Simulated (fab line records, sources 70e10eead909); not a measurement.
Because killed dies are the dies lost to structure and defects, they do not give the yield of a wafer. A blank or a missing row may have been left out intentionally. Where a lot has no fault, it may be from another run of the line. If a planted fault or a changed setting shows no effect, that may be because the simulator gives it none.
Which of the tools did it? | flow nand harc | Sampling: 14 lots, 42 wafers, 5 of 1302 route steps

WHAT THE GAUGES SHOWED, per wafer
Not one reading of a measure or inspect step in the record can be checked against a usual standard deviation.

TOOL THAT RAN EACH LOT (tool first, then ch and the chambers of the sampled wafers, then the start)
lot  | NHARC_P_M1_DESCUM_14               | NHARC_P_M1_DEGAS_29          | NHARC_P_M1_PRE_CLEAN_30                 | NHARC_P_M1_ECD_22              | NHARC_P_M1_CMP_23
L178 | rie diel-12 ch 0,1,2, day 6 13:54  | pvd sputter-01, day 6 14:59  | pvd sputter-01, day 6 15:20 or earlier  | ecd cu-02 ch 1, day 6 15:20    | cmp-04 ch 1,2,3, day 6 16:04
L177 | rie diel-12 ch 2,3, day 6 14:44    | pvd sputter-03, day 6 15:49  | pvd sputter-03, day 6 16:13 or earlier  | ecd cu-01 ch 0,1, day 6 16:13  | cmp-03 ch 1,2, day 6 16:53
L179 | rie diel-03 ch 0,1,2, day 7 03:40  | pvd sputter-03, day 7 04:55  | pvd sputter-03, day 7 05:16 or earlier  | ecd cu-01 ch 0,1, day 7 05:16  | cmp-03 ch 0,2,3, day 7 05:59
L180 | rie diel-03 ch 0,2, day 7 21:58    | pvd sputter-02, day 7 22:58  | pvd sputter-02, day 7 23:24 or earlier  | ecd cu-02 ch 0,1, day 7 23:24  | cmp-04 ch 1,3, day 8 00:04
L181 | rie diel-06 ch 0,1,2, day 8 00:42  | pvd sputter-02, day 8 01:48  | pvd sputter-02, day 8 02:13 or earlier  | ecd cu-02 ch 0,1, day 8 02:13  | cmp-04 ch 0,1,2, day 8 02:55
L184 | rie diel-03 ch 0,1,3, day 8 23:36  | pvd sputter-03, day 9 00:36  | pvd sputter-03, day 9 00:58 or earlier  | ecd cu-02 ch 0,1, day 9 00:58  | cmp-04 ch 1,2,3, day 9 02:02
L188 | rie diel-03 ch 0,2,3, day 10 15:58 | pvd sputter-03, day 10 16:58 | pvd sputter-03, day 10 17:26 or earlier | ecd cu-02 ch 0,1, day 10 17:26 | cmp-04 ch 0,2,3, day 10 18:08
L189 | rie diel-03 ch 2,3, day 11 15:19   | pvd sputter-01, day 11 16:20 | pvd sputter-01, day 11 16:40 or earlier | ecd cu-02 ch 0,1, day 11 16:40 | cmp-03 ch 0,1, day 11 17:25
L194 | rie diel-06 ch 0,3, day 13 18:04   | pvd sputter-01, day 13 19:09 | pvd sputter-01, day 13 19:30 or earlier | ecd cu-01 ch 0, day 13 19:30   | cmp-03 ch 1,2,3, day 13 20:14
L196 | rie diel-03 ch 0,3, day 14 09:14   | pvd sputter-01, day 14 10:16 | pvd sputter-01, day 14 10:46 or earlier | ecd cu-02 ch 0,1, day 14 10:46 | cmp-04 ch 0,1,2, day 14 11:29
L197 | rie diel-06 ch 0,1,2, day 14 13:14 | pvd sputter-01, day 14 14:15 | pvd sputter-01, day 14 14:39 or earlier | ecd cu-01 ch 0,1, day 14 14:39 | cmp-03 ch 0,2,3, day 14 15:19
L198 | rie diel-06 ch 0,3, day 15 00:47   | pvd sputter-01, day 15 01:48 | pvd sputter-01, day 15 02:19 or earlier | ecd cu-02 ch 0,1, day 15 02:19 | cmp-04 ch 0,1,3, day 15 02:59
L199 | rie diel-03 ch 1,2, day 15 10:23   | pvd sputter-03, day 15 11:26 | pvd sputter-03, day 15 11:47 or earlier | ecd cu-01 ch 0,1, day 15 11:47 | cmp-04 ch 0,2,3, day 15 12:31
L200 | rie diel-03 ch 0,1,3, day 15 15:15 | pvd sputter-02, day 15 16:17 | pvd sputter-02, day 15 16:37 or earlier | ecd cu-02 ch 0,1, day 15 16:37 | cmp-04 ch 1,2, day 15 17:20
- NHARC_P_M1_DESCUM_14: chemistry O2, time 3 s.
- NHARC_P_M1_DEGAS_29: time 60 s.
- NHARC_P_M1_PRE_CLEAN_30: time 30 s.
- NHARC_P_M1_ECD_22: material Cu, target thk 400 nm.
- NHARC_P_M1_CMP_23: polishes, t overpolish 20 s, target thk 157.82 nm.

AS READ BY THE TOOLS THEMSELVES (means over the sampled wafers that have a number; for cases with no such wafer, the mark the record gives instead)
NHARC_P_M1_DESCUM_14. Usual: chamber pressure mTorr 60.00 mTorr, standard deviation 0.056; drypump motor current A 5.6 A, standard deviation 0.49; oes product au 1.002 a.u., standard deviation 0.013; rf vpp V 57.8 V, standard deviation 0.84; showerhead plenum p Torr 1.94 Torr, standard deviation 0.082; throttle valve pct 11.312 %, standard deviation 0.0096.
lot  | tool        | chamber pressure mTorr (mTorr) | drypump motor current A (A) | oes product au (a.u.) | rf vpp V (V) | showerhead plenum p Torr (Torr) | throttle valve pct (%) | flag
L178 | rie diel-12 | 60.04                          | 5.7                         | 0.995                 | 57.2         | 1.94                            | 11.312                 |
L177 | rie diel-12 | 60.01                          | 5.4                         | 1.008                 | 58.0         | 1.93                            | 11.318                 |
L179 | rie diel-03 | 60.00                          | 5.4                         | 1.008                 | 58.1         | 1.97                            | 11.310                 |
L180 | rie diel-03 | 59.91                          | 5.7                         | 0.991                 | 57.6         | 2.01                            | 11.310                 |
L181 | rie diel-06 | 60.00                          | 6.1                         | 0.996                 | 57.0         | 1.93                            | 11.320                 |
L184 | rie diel-03 | 60.01                          | 5.4                         | 1.001                 | 57.0         | 1.95                            | 11.302                 |
L188 | rie diel-03 | 60.01                          | 5.5                         | 1.000                 | 58.6         | 2.00                            | 11.310                 |
L189 | rie diel-03 | 60.03                          | 5.3                         | 1.002                 | 57.7         | 2.01                            | 11.316                 |
L194 | rie diel-06 | 60.01                          | 5.9                         | 1.008                 | 58.3         | 1.91                            | 11.310                 |
L196 | rie diel-03 | 59.98                          | 5.6                         | 1.001                 | 57.7         | 1.99                            | 11.307                 |
L197 | rie diel-06 | 59.98                          | 6.1                         | 0.984                 | 57.6         | 1.92                            | 11.306                 |
L198 | rie diel-06 | 59.93                          | 5.9                         | 0.992                 | 57.8         | 1.91                            | 11.309                 |
L199 | rie diel-03 | 59.96                          | 5.0                         | 1.004                 | 57.4         | 1.92                            | 11.314                 |
L200 | rie diel-03 | 60.04                          | 5.4                         | 1.011                 | 57.9         | 1.95                            | 11.315                 |

NHARC_P_M1_DEGAS_29. Usual: heater power w 346 W, standard deviation 33.
lot  | tool           | heater power w (W) | flag
L178 | pvd sputter-01 | 326                |
L177 | pvd sputter-03 | 363                |
L179 | pvd sputter-03 | 334                |
L180 | pvd sputter-02 | 370                |
L181 | pvd sputter-02 | 356                |
L184 | pvd sputter-03 | 345                |
L188 | pvd sputter-03 | 330                |
L189 | pvd sputter-01 | 338                |
L194 | pvd sputter-01 | 364                |
L196 | pvd sputter-01 | 302                |
L197 | pvd sputter-01 | 338                |
L198 | pvd sputter-01 | 310                |
L199 | pvd sputter-03 | 347                |
L200 | pvd sputter-02 | 349                |

NHARC_P_M1_PRE_CLEAN_30. Usual: heater power w 424 W, standard deviation 39.
lot  | tool           | heater power w (W) | flag
L178 | pvd sputter-01 | 429                |
L177 | pvd sputter-03 | 451                |
L179 | pvd sputter-03 | 416                |
L180 | pvd sputter-02 | 407                |
L181 | pvd sputter-02 | 421                |
L184 | pvd sputter-03 | 431                |
L188 | pvd sputter-03 | 429                |
L189 | pvd sputter-01 | 456                |
L194 | pvd sputter-01 | 417                |
L196 | pvd sputter-01 | 453                |
L197 | pvd sputter-01 | 415                |
L198 | pvd sputter-01 | 410                |
L199 | pvd sputter-03 | 433                |
L200 | pvd sputter-02 | 428                |

NHARC_P_M1_CMP_23. Usual: motor current A 11.4 A, standard deviation 1; slurry flow ml min 150.0, standard deviation 0.51; time to endpoint s 27 s, standard deviation 3.6.
lot  | tool   | motor current A (A) | slurry flow ml min | time to endpoint s (s) | flag
L178 | cmp-04 | 11.8                | 150.1              | 26                     |
L177 | cmp-03 | 11.4                | 150.0              | 28                     |
L179 | cmp-03 | 11.1                | 150.3              | 27                     |
L180 | cmp-04 | 12.2                | 150.1              | 24                     |
L181 | cmp-04 | 11.2                | 149.7              | 30                     |
L184 | cmp-04 | 11.6                | 149.8              | 25                     |
L188 | cmp-04 | 11.0                | 150.1              | 17                     |
L189 | cmp-03 | 11.7                | 150.0              | 19                     |
L194 | cmp-03 | 11.3                | 150.1              | 25                     |
L196 | cmp-04 | 10.9                | 150.3              | 27                     |
L197 | cmp-03 | 11.2                | 150.2              | 25                     |
L198 | cmp-04 | 11.0                | 150.1              | 27                     |
L199 | cmp-04 | 10.6                | 149.8              | 27                     |
L200 | cmp-04 | 11.6                | 149.9              | 31                     |

THE ANSWER, worked out from the rows above alone
Rule: a lot counts as off when the mean over its wafers that have a number is more than 3 standard deviations away from the usual mean. Also off: a lot with no number at a reading for which 4 or more lots have one. Where the step has rows for the other lots, those lots are counted as sound. Order of review: gauges by route order, followed by the tools' own readings, for which a lot's mean as printed above is used. The first step at which some lot is off is used, and at that step the reading that is off furthest; a lot without a number counts as furthest.
Across all readings shown, no lot is off: no conclusion can be drawn from this.

WHAT HAD BEEN PUT IN BY THE SIMULATOR
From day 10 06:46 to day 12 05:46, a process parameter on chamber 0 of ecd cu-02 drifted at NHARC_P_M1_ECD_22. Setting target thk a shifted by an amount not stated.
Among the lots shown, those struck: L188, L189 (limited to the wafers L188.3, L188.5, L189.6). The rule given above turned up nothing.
